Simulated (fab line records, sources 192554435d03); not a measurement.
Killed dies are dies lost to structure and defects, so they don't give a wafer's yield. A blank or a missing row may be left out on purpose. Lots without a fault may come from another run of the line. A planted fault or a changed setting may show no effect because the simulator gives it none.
Which tool did it? | flow n5_finfet | 11 lots, 33 wafers sampled, at 2 steps of a route of 1938

WHAT THE GAUGES READ, wafer by wafer
N5_BEOL_M12_THK_MEAS_50: measures by xrf.
lot  | measured     | on            | M12_THK (nm)
L689 | day 11 21:34 | film_metro-01 | 335 335 322
L696 | day 12 22:11 | film_metro-02 | 325 322 337
L697 | day 13 07:05 | film_metro-01 | 318 329 316
L695 | day 13 17:04 | film_metro-02 | 320 316 334
L694 | day 13 17:21 | film_metro-01 | 331 333 312
L699 | day 13 18:13 | film_metro-02 | 335 334 320
L698 | day 14 00:37 | film_metro-02 | 313 316 310
L705 | day 14 21:24 | film_metro-02 | 321 323 331
L706 | day 16 02:21 | film_metro-01 | 322 331 335
L709 | day 16 12:49 | film_metro-02 | 320 327 323
L712 | day 17 11:20 | film_metro-01 | 320 324 317

WHICH TOOL RAN EACH LOT (tool, then ch and the chambers of the sampled wafers, then the start)
lot  | N5_BEOL_M12_CMP_49
L689 | cmp-04 ch 2,3, day 11 21:16
L696 | cmp-04 ch 0,1,3, day 12 22:00
L697 | cmp-04 ch 2,3, day 13 06:50
L695 | cmp-02 ch 0,1,2, day 13 16:48
L694 | cmp-02 ch 0,2,3, day 13 17:03
L699 | cmp-04 ch 1,2, day 13 17:57
L698 | cmp-02 ch 0,2,3, day 14 00:20
L705 | cmp-02 ch 0,1, day 14 21:09
L706 | cmp-02 ch 2,3, day 16 02:03
L709 | cmp-04 ch 0,2,3, day 16 12:31
L712 | cmp-04 ch 0,3, day 17 11:05
- N5_BEOL_M12_CMP_49: polishes, stops on SiOC, t overpolish 20.6 s, target thk 320 nm.

THE ANSWER, worked out from the rows above alone
Rule: what is usual is taken from the lots themselves. Put in order of their means at a reading, lots are off if they are a third of the lots or fewer, leave a main group of 4 or more, and stand apart from it by a gap of 3 or more times the standard deviation of the main group's means; of several such gaps the widest counts. A main group whose means are all the same, to the digits that the tables above print for the reading, isn't used. A lot without any number at a reading at which 4 lots or more have one is off too. The other lots that the step has rows for count as sound.
No lot is off at any reading shown: from this, nothing can be told.

WHAT THE SIMULATOR HAD PUT IN
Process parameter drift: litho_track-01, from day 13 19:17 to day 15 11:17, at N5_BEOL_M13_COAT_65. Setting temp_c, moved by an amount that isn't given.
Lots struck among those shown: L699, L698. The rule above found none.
